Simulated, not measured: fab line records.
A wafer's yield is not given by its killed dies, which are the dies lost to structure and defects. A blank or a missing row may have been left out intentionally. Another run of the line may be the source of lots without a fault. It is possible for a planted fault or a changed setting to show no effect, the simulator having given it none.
Which tool is to blame?	flow n5 finfet	72 wafers from 24 lots sampled at 6 of the route's 1938 steps

WHAT EACH GAUGE READ, for each wafer
No reading from a measuring or inspecting step in the record can be judged against a usual standard deviation.

WHAT TOOL EACH LOT RAN ON (gives the tool, then ch and the chambers of the sampled wafers, and finally the start)
lot	N5_BEOL_M9_VIA_ETCH_34	N5_BEOL_M10_HM_DEP_02	N5_BEOL_M10_CURE_72	N5_BEOL_M10_ANNEAL_51	N5_BEOL_M11_CURE_72	N5_BEOL_M11_DEGAS_44
L075	rie diel-04 ch 0,2,3, day 11 00:40	pvd sputter-01, day 11 07:01	uv cure-01 ch 0, day 11 18:31	rtp anneal-01 ch 0, day 11 19:47	uv cure-01 ch 1, day 12 00:07	pvd sputter-02, day 12 01:33
L074	rie diel-02 ch 0,2,3, day 11 04:32	pvd sputter-01, day 11 11:13	uv cure-03 ch 0, day 11 18:58	rtp anneal-02 ch 0, day 11 20:17	uv cure-01 ch 1, day 12 03:53	pvd sputter-02, day 12 04:22
L077	rie diel-02 ch 1,2, day 12 02:52	pvd sputter-01, day 12 06:22	uv cure-03 ch 1, day 12 11:50	rtp anneal-02 ch 0, day 12 14:48	uv cure-01 ch 1, day 12 21:09	pvd sputter-01, day 12 22:37
L076	rie diel-02 ch 0,1, day 12 04:20	pvd sputter-02, day 12 09:13	uv cure-01 ch 2, day 12 14:07	rtp anneal-02 ch 0, day 12 15:46	uv cure-01 ch 0, day 12 23:37	pvd sputter-01, day 13 02:04
L078	rie diel-04 ch 0,1, day 12 04:25	pvd sputter-02, day 12 09:19	uv cure-03 ch 1, day 12 14:01	rtp anneal-01 ch 0, day 12 15:34	uv cure-02 ch 1, day 12 23:04	pvd sputter-01, day 12 23:41
L079	rie diel-02 ch 0,1, day 12 04:45	pvd sputter-02, day 12 09:31	uv cure-01 ch 2, day 12 13:52	rtp anneal-01 ch 0, day 12 15:23	uv cure-03 ch 0, day 12 23:40	pvd sputter-01, day 13 01:59
L082	rie diel-04 ch 2,3, day 12 13:06	pvd sputter-02, day 12 18:55	uv cure-03 ch 0, day 12 22:55	rtp anneal-02 ch 0, day 13 01:44	uv cure-03 ch 0, day 13 08:23	pvd sputter-01, day 13 08:55
L081	rie diel-01 ch 0,1,2, day 12 13:14	pvd sputter-02, day 12 18:37	uv cure-03 ch 1, day 12 21:07	rtp anneal-02 ch 0, day 12 23:41	uv cure-01 ch 1, day 13 08:52	pvd sputter-03, day 13 09:12
L080	rie diel-02 ch 1,2,3, day 12 22:16	pvd sputter-03, day 13 03:20	uv cure-01 ch 2, day 13 08:28	rtp anneal-01 ch 0, day 13 10:30	uv cure-03 ch 0, day 13 15:28	pvd sputter-03, day 13 17:45
L083	rie diel-04 ch 0,1,2, day 13 18:14	pvd sputter-01, day 13 23:46	uv cure-01 ch 2, day 14 03:07	rtp anneal-02 ch 0, day 14 04:45	uv cure-03 ch 2, day 14 10:55	pvd sputter-02, day 14 11:22
L084	rie diel-04 ch 0,1,2, day 13 22:38	pvd sputter-02, day 14 03:18	uv cure-01 ch 2, day 14 06:12	rtp anneal-02 ch 0, day 14 08:44	uv cure-01 ch 2, day 14 14:17	pvd sputter-03, day 14 15:04
L085	rie diel-01 ch 0,1,3, day 14 15:28	pvd sputter-03, day 14 21:17	uv cure-02 ch 1, day 15 00:46	rtp anneal-02 ch 0, day 15 02:23	uv cure-01 ch 1, day 15 07:46	pvd sputter-03, day 15 08:06
L086	rie diel-04 ch 0,2,3, day 14 15:52	pvd sputter-03, day 14 21:34	uv cure-02 ch 1, day 15 01:07	rtp anneal-02 ch 0, day 15 04:38	uv cure-01 ch 0, day 15 11:18	pvd sputter-02, day 15 12:02
L087	rie diel-01 ch 0,1, day 14 17:49	pvd sputter-03, day 15 00:56	uv cure-03 ch 0, day 15 04:27	rtp anneal-02 ch 0, day 15 07:57	uv cure-03 ch 0, day 15 15:19	pvd sputter-03, day 15 16:05
L088	rie diel-02 ch 0,2, day 15 17:01	pvd sputter-02, day 15 23:00	uv cure-03 ch 2, day 16 02:56	rtp anneal-02 ch 0, day 16 06:37	uv cure-03 ch 2, day 16 12:14	pvd sputter-02, day 16 12:35
L089	rie diel-01 ch 1,2, day 16 02:19	pvd sputter-03, day 16 08:50	uv cure-03 ch 0, day 16 11:56	rtp anneal-02 ch 0, day 16 15:01	uv cure-01 ch 0, day 16 20:49	pvd sputter-01, day 16 21:08
L090	rie diel-04 ch 0,1,3, day 16 19:49	pvd sputter-02, day 17 03:30	uv cure-03 ch 0, day 17 07:50	rtp anneal-02 ch 0, day 17 10:17	uv cure-03 ch 2, day 17 18:16	pvd sputter-02, day 17 19:06
L094	rie diel-02 ch 2,3, day 16 21:00	pvd sputter-03, day 17 03:37	uv cure-01 ch 0, day 17 07:34	rtp anneal-01 ch 0, day 17 10:07	uv cure-03 ch 1, day 17 14:17	pvd sputter-02, day 17 14:40
L092	rie diel-02 ch 0,1,3, day 17 07:38	pvd sputter-02, day 17 14:13	uv cure-03 ch 2, day 17 19:28	rtp anneal-01 ch 0, day 17 21:04	uv cure-02 ch 2, day 18 04:23	pvd sputter-02, day 18 05:42
L093	rie diel-04 ch 0,2,3, day 17 07:42	pvd sputter-02, day 17 14:28	uv cure-01 ch 1, day 17 19:08	rtp anneal-01 ch 0, day 17 20:43	uv cure-03 ch 0, day 18 02:52	pvd sputter-02, day 18 03:14
L091	rie diel-02 ch 0,1,2, day 17 10:18	pvd sputter-02, day 17 14:34	uv cure-02 ch 0, day 17 18:10	rtp anneal-01 ch 0, day 17 20:10	uv cure-02 ch 1, day 18 02:31	pvd sputter-01, day 18 02:52
L095	rie diel-04 ch 2,3, day 17 10:34	pvd sputter-01, day 17 18:01	uv cure-03 ch 1, day 17 20:25	rtp anneal-01 ch 0, day 17 22:14	uv cure-02 ch 2, day 18 06:37	pvd sputter-01, day 18 07:58
L097	rie diel-02 ch 0,3, day 17 17:37	pvd sputter-02, day 17 21:46	uv cure-03 ch 2, day 18 02:21	rtp anneal-02 ch 0, day 18 04:55	uv cure-03 ch 1, day 18 08:35	pvd sputter-03, day 18 08:56
L096	rie diel-04 ch 0,2,3, day 18 05:26	pvd sputter-02, day 18 09:40	uv cure-01 ch 1, day 18 12:41	rtp anneal-02 ch 0, day 18 16:08	uv cure-03 ch 0, day 19 00:11	pvd sputter-02, day 19 01:38
- N5_BEOL_M9_VIA_ETCH_34: etches SiCOH lowk in C4F6/O2, target depth 182.4 nm, time 68.4 s.
- N5_BEOL_M10_HM_DEP_02: deposits TiN, target thk 20 nm.
- N5_BEOL_M10_CURE_72: cures SiCOH lowk, time 120 s.
- N5_BEOL_M10_ANNEAL_51: time 90 s.
- N5_BEOL_M11_CURE_72: cures SiCOH lowk, time 120 s.
- N5_BEOL_M11_DEGAS_44: time 60 s.

AS READ BY THE TOOLS THEMSELVES (means over the sampled wafers that have a number; for cases with no such wafer, the mark the record gives instead)
N5_BEOL_M9_VIA_ETCH_34. Usual: drypump motor current A 5.5 A, standard deviation 0.46; oes product au 0.79 a.u., standard deviation 0.095; rf vpp V 668 V, standard deviation 6.1; showerhead plenum p Torr 2.92 Torr, standard deviation 0.065; throttle valve pct 20.90 %, standard deviation 0.22.
lot	tool	drypump motor current A (A)	oes product au (a.u.)	rf vpp V (V)	showerhead plenum p Torr (Torr)	throttle valve pct (%)	flag
L075	rie diel-04	5.7	0.80	670	2.86	20.88	
L074	rie diel-02	5.1	0.77	669	2.97	21.03	
L077	rie diel-02	5.0	0.76	663	2.97	20.96	
L076	rie diel-02	5.1	0.69	669	2.93	20.94	
L078	rie diel-04	6.1	0.95	677	2.94	20.80	
L079	rie diel-02	5.1	0.71	665	2.95	20.85	
L082	rie diel-04	5.6	0.70	665	2.82	20.96	
L081	rie diel-01	5.4	0.81	666	2.90	20.88	
L080	rie diel-02	5.1	0.78	666	2.97	20.93	
L083	rie diel-04	5.9	0.84	672	2.91	20.87	
L084	rie diel-04	5.9	0.85	672	2.91	20.87	
L085	rie diel-01	5.3	0.79	670	2.93	20.81	
L086	rie diel-04	5.8	0.77	668	2.84	20.93	
L087	rie diel-01	5.5	0.78	670	2.93	20.79	
L088	rie diel-02	4.9	0.75	668	2.96	21.29	
L089	rie diel-01	5.2	0.78	661	2.85	21.03	
L090	rie diel-04	5.9	0.82	670	2.91	20.82	
L094	rie diel-02	5.3	0.77	668	2.97	20.97	
L092	rie diel-02	5.2	0.81	667	2.94	20.74	
L093	rie diel-04	5.7	0.85	669	2.84	20.85	
L091	rie diel-02	4.9	0.82	666	2.94	20.98	
L095	rie diel-04	5.6	0.80	663	2.81	20.80	
L097	rie diel-02	5.3	0.82	671	2.94	20.72	
L096	rie diel-04	5.8	0.83	669	2.83	20.84	

N5_BEOL_M10_HM_DEP_02. Usual: substrate temp c 25.00 C, standard deviation 0.11; throttle valve pct 30.2 %, standard deviation 1.4.
lot	tool	substrate temp c (C)	throttle valve pct (%)	flag
L075	pvd sputter-01	24.88	31.9	
L074	pvd sputter-01	25.07	28.8	
L077	pvd sputter-01	25.01	29.2	
L076	pvd sputter-02	24.96	30.3	
L078	pvd sputter-02	24.99	29.3	
L079	pvd sputter-02	25.03	29.3	
L082	pvd sputter-02	24.86	30.4	
L081	pvd sputter-02	25.02	31.3	
L080	pvd sputter-03	24.92	31.0	
L083	pvd sputter-01	25.12	30.5	
L084	pvd sputter-02	25.09	30.4	
L085	pvd sputter-03	24.94	29.7	
L086	pvd sputter-03	25.03	30.8	
L087	pvd sputter-03	25.09	31.4	
L088	pvd sputter-02	24.97	30.4	
L089	pvd sputter-03	25.03	30.5	
L090	pvd sputter-02	25.04	29.3	
L094	pvd sputter-03	25.11	31.9	
L092	pvd sputter-02	24.90	30.4	
L093	pvd sputter-02	24.88	30.5	
L091	pvd sputter-02	24.93	30.3	
L095	pvd sputter-01	24.99	28.8	
L097	pvd sputter-02	25.04	30.4	
L096	pvd sputter-02	25.01	29.4	

N5_BEOL_M10_CURE_72. Usual: lamp power pct 52.32 %, standard deviation 0.059; wafer_temp_C_max 372.2, standard deviation 0.69.
lot	tool	lamp power pct (%)	wafer_temp_C_max	flag
L075	uv cure-01	52.30	372.2	
L074	uv cure-03	52.29	372.5	
L077	uv cure-03	52.31	371.5	
L076	uv cure-01	52.31	371.6	
L078	uv cure-03	52.33	371.4	
L079	uv cure-01	52.30	371.7	
L082	uv cure-03	52.28	372.4	
L081	uv cure-03	52.33	371.7	
L080	uv cure-01	52.31	371.9	
L083	uv cure-01	52.30	371.1	
L084	uv cure-01	52.30	371.6	
L085	uv cure-02	52.33	372.1	
L086	uv cure-02	52.33	372.3	
L087	uv cure-03	52.29	372.8	
L088	uv cure-03	52.33	372.3	
L089	uv cure-03	52.30	372.7	
L090	uv cure-03	52.31	372.6	
L094	uv cure-01	52.25	372.0	
L092	uv cure-03	52.40	373.3	
L093	uv cure-01	52.27	372.7	
L091	uv cure-02	52.27	371.8	
L095	uv cure-03	52.35	371.7	
L097	uv cure-03	52.35	372.9	
L096	uv cure-01	52.29	373.1	

N5_BEOL_M10_ANNEAL_51. Usual: 226.0 for wafer_temp_C_max, sd 0.4.
lot	tool	wafer_temp_C_max	flag
L075	rtp anneal-01	225.5	
L074	rtp anneal-02	226.6	
L077	rtp anneal-02	226.5	
L076	rtp anneal-02	226.7	
L078	rtp anneal-01	225.5	
L079	rtp anneal-01	225.6	
L082	rtp anneal-02	226.2	
L081	rtp anneal-02	226.4	
L080	rtp anneal-01	225.6	
L083	rtp anneal-02	226.2	
L084	rtp anneal-02	226.4	
L085	rtp anneal-02	226.2	
L086	rtp anneal-02	226.3	
L087	rtp anneal-02	226.4	
L088	rtp anneal-02	226.2	
L089	rtp anneal-02	226.1	
L090	rtp anneal-02	226.4	
L094	rtp anneal-01	225.3	
L092	rtp anneal-01	225.7	
L093	rtp anneal-01	225.6	
L091	rtp anneal-01	225.5	
L095	rtp anneal-01	225.5	
L097	rtp anneal-02	226.2	
L096	rtp anneal-02	226.1	

N5_BEOL_M11_CURE_72. Usual: lamp power pct 52.31 %, standard deviation 0.054; wafer_temp_C_max 372.5, standard deviation 0.63.
lot	tool	lamp power pct (%)	wafer_temp_C_max	flag
L075	uv cure-01	52.28	372.7	
L074	uv cure-01	52.35	372.3	
L077	uv cure-01	52.36	373.1	
L076	uv cure-01	52.31	372.2	
L078	uv cure-02	52.31	372.8	
L079	uv cure-03	52.29	373.3	
L082	uv cure-03	52.29	372.6	
L081	uv cure-01	52.34	372.7	
L080	uv cure-03	52.32	372.7	
L083	uv cure-03	52.29	372.7	
L084	uv cure-01	52.30	371.2	
L085	uv cure-01	52.31	373.3	
L086	uv cure-01	52.27	372.7	
L087	uv cure-03	52.34	372.8	
L088	uv cure-03	52.29	373.0	
L089	uv cure-01	52.28	372.5	
L090	uv cure-03	52.36	372.5	
L094	uv cure-03	52.30	371.7	
L092	uv cure-02	52.28	371.8	
L093	uv cure-03	52.29	372.6	
L091	uv cure-02	52.29	372.0	
L095	uv cure-02	52.39	372.0	
L097	uv cure-03	52.30	371.7	
L096	uv cure-03	52.32	372.4	

N5_BEOL_M11_DEGAS_44. Usual: 313 W for heater power w, sd 35.
lot	tool	heater power w (W)	flag
L075	pvd sputter-02	319	
L074	pvd sputter-02	324	
L077	pvd sputter-01	303	
L076	pvd sputter-01	329	
L078	pvd sputter-01	320	
L079	pvd sputter-01	317	
L082	pvd sputter-01	316	
L081	pvd sputter-03	312	
L080	pvd sputter-03	283	
L083	pvd sputter-02	307	
L084	pvd sputter-03	335	
L085	pvd sputter-03	336	
L086	pvd sputter-02	295	
L087	pvd sputter-03	293	
L088	pvd sputter-02	306	
L089	pvd sputter-01	315	
L090	pvd sputter-02	315	
L094	pvd sputter-02	312	
L092	pvd sputter-02	317	
L093	pvd sputter-02	319	
L091	pvd sputter-01	313	
L095	pvd sputter-01	314	
L097	pvd sputter-03	280	
L096	pvd sputter-02	325	

THE ANSWER, worked out from the rows above alone
Rule: lot off if the mean of its wafers having a number is beyond 3 standard deviations from the usual mean. A lot without any number at a reading at which 4 lots or more have one is off too. All remaining lots with rows at the step are treated as sound. Order of review: gauges by route order, followed by the tools' own readings, for which a lot's mean as printed above is used. The first step at which some lot is off is used, and at that step the reading that is off furthest; a lot without a number counts as furthest.
No lot is off at any reading shown: from this, nothing can be told.

WHAT THE SIMULATOR HAD PUT IN
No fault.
